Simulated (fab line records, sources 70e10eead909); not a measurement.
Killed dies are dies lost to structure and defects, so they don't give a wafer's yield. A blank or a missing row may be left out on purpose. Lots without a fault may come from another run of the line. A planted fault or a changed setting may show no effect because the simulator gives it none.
Chamber matching | flow nand_harc | NHARC_A_M0_DESCUM_14 on rie_diel-08: 4 sister chambers
The step chemistry O2, time 3 s. 7 wafers are shown with their chamber, then 8 later ones without.

WAFERS WITH THEIR CHAMBER
wafer  | chamber | drypump_motor_current_A (A) | oes_product_au (a.u.)
L261.6 | 0       | 5.68                        | 1.002
L260.3 | 3       | 5.91                        | 0.990
L260.5 | 3       | 5.93                        | 0.991
L263.1 | 0       | 5.68                        | 1.012
L263.3 | 2       | 5.94                        | 1.005
L263.6 | 1       | 5.54                        | 0.974
L265.2 | 1       | 5.55                        | 0.988

WAFERS WITHOUT THEIR CHAMBER
wafer  | drypump_motor_current_A (A) | oes_product_au (a.u.)
L265.3 | 5.94                        | 1.002
L265.6 | 5.66                        | 1.017
L266.2 | 5.53                        | 0.989
L266.3 | 5.93                        | 1.001
L266.4 | 5.95                        | 0.984
L269.1 | 5.95                        | 1.011
L269.4 | 5.68                        | 1.002
L269.5 | 5.55                        | 0.983

WHICH CHAMBER EACH WENT THROUGH
wafer  | from the rows above     | in truth
L265.3 | 2                       | 2
L265.6 | 0                       | 0
L266.2 | 1                       | 1
L266.3 | can't be placed: 2 or 3 | 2
L266.4 | can't be placed: 2 or 3 | 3
L269.1 | 2                       | 2
L269.4 | 0                       | 0
L269.5 | 1                       | 1
Placed correctly: 6 of 8. Can't be placed from these rows: 2 (the true chamber is among the candidates in 2). Placed wrongly: 0.
How it was worked out, from the rows above alone: a wafer's distance from a chamber is the root of the sum, over the readings, of the square of ((its reading less the chamber's mean) divided by the reading's scatter). The wafer belongs to the nearest chamber; if the next one is less than 2 further off, it can't be placed. A chamber's mean is the mean of its shown wafers. The scatter: the root of (the sum of the squares of (reading less its chamber's mean) over the shown wafers, divided by (wafers less chambers)).
